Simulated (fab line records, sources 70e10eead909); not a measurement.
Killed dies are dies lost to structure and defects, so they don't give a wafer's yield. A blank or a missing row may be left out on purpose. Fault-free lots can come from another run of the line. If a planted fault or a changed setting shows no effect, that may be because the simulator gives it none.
Comparing a struck lot with a sound one ; flow nand harc ; 21 out of 1159 route steps
Sound: these wafers, L936.2, L936.3, L936.6. Struck: wafer L950.3. The cause is named last.
Order at every step that has rows: each side's tool, ch and its chambers, its first start. Under that, the readings that differ: sound wafers ; struck wafers ; difference of the means ; sigmas: that difference in standard deviations of wafers without a fault.
alike: a reading whose means differ by less than 2 such deviations, as well as words and numbers matching on both sides. not compared: withheld readings; readings where some wafer has no value; bounds like >300 that might hide an equal value; numbers whose values overlap and for which the record gives no deviation.
Wherever a step has rows on one side only, a row that says differs or no value, or a row with sigmas, the two part there. Numbers that have no deviation but don't overlap get no sigmas and don't part them. Lack of a reading on every wafer of one side parts them only where that side has two or more wafers.

first, 2 steps without rows for these wafers: NHARC_A_BLC_PEB_08 (peb time 65 s); NHARC_A_BLC_DEVELOP_09 (develop time 35 s).
NHARC_A_BLC_CD_MEAS_10 targets a cd of 100 nm.
  sound on cd sem-01 ch 0, day 17 15:05; struck on cd sem-02 ch 0, day 20 21:49
  alike: cd nm
NHARC_A_BLC_OVL_MEAS_11:
  sound: overlay-02 at day 17 15:10; struck: overlay-02 at day 20 21:53
  alike: overlay x nm, overlay y nm
NHARC_A_BLC_INSPECT_12:
  sound: defect inspect-02 at day 17 15:13; struck: defect inspect-01 at day 20 21:56
  alike: raw defect count
then, 1 step without rows for these wafers: NHARC_A_BLC_DESCUM_15 (chemistry O2, time 3 s).
NHARC_A_BLC_ETCH_16: etches the open film in CF4, target depth 39 nm, time 65 s.
  sound on rie diel-12 ch 0,1, day 17 15:23; struck on rie diel-12 ch 2, day 20 22:04
reading;sound;struck;difference;sigmas
showerhead plenum p Torr (Torr);1.71 1.66 1.66;1.86;+0.18;+3
throttle valve pct (%);13.277 13.280 13.298;13.303;+0.018;+2
  alike: drypump motor current A, oes product au, rf vpp V
  not compared: rf hours counter h
then, 2 steps without rows for these wafers: NHARC_A_BLC_ETCH_17 (etches the open film in N2/H2, target depth 390 nm, time 609.38 s); NHARC_A_BLC_ETCH_18 (etches the open film in C4F8/O2/Ar, target depth 910 nm).
NHARC_A_BLC_CD_MEAS_19:
  sound: cd sem-03 at day 17 16:28; struck: cd sem-01 at day 20 22:58
  alike: cd nm
then, 1 step without rows for these wafers: NHARC_A_BLC_STRIP_29 (strips in CF4).
NHARC_A_BLC_STRIP_21: strips in O2.
  sound on rie diel-12 ch 0,1,3, day 17 16:40; struck on rie diel-03 ch 3, day 20 23:09
  alike: drypump motor current A, oes product au, rf vpp V, showerhead plenum p Torr, throttle valve pct
  not compared: rf hours counter h
NHARC_A_BLC_STRIP_22: strips in post etch residue remover, time 600 s.
  sound on wet bench-01 ch 0,4,6, day 17 16:50; struck on wet bench-01 ch 3, day 20 23:20
NHARC_A_BLC_DEGAS_30: time 60 s.
  sound: pvd sputter-01 at day 17 17:06; struck: pvd sputter-03 at day 20 23:36
  alike: heater power w
then, 1 step without rows for these wafers: NHARC_A_BLC_PRE_CLEAN_31 (time 15 s).
NHARC_A_BLC_PVD_32: deposits Ti, target thk 5 nm, time 17.7 s.
  sound on pvd sputter-01; struck on pvd sputter-03
reading;sound;struck;difference;sigmas
throttle valve pct (%);31.6 30.9 30.5;29.4;-1.6;-2
then, 1 step without rows for these wafers: NHARC_A_BLC_ALD_23 (deposits TiN, target thk 3 nm, pulse time 1 s, ald cycles 150).
NHARC_A_BLC_CVD_24: deposits W, target thk 150 nm, time 434 s.
  sound: cvd w-01 ch 0,1; struck: cvd w-02 ch 0
  alike: heater power outer w, heater power w, throttle valve pct
then, 2 steps without rows for these wafers: NHARC_A_BLC_CMP_25 (polishes, t overpolish 30 s, target thk 150 nm); NHARC_A_BLC_SRD_27.
-- the record jumps here: 3 days lie between the struck wafers' starts before and after (it left off in module A_BLC and takes up again in module END, whose first step shown is number 1159 of the route) --
NHARC_END_SORT_01:
  sound on prober-02 ch 0, day 19 19:52; struck on prober-01 ch 0, day 23 12:59
reading;sound;struck;difference;sigmas
killed at array;27 33 29;97;+67;+6
killed dies;34 39 32;98;+63;+6
  alike: killed at other, killed at periphery, killed open, killed short

## WHERE THEY PART
Last at NHARC_END_SORT_01 as far as this record goes, first at NHARC_A_BLC_ETCH_16.

WHY: the cause the simulator had injected
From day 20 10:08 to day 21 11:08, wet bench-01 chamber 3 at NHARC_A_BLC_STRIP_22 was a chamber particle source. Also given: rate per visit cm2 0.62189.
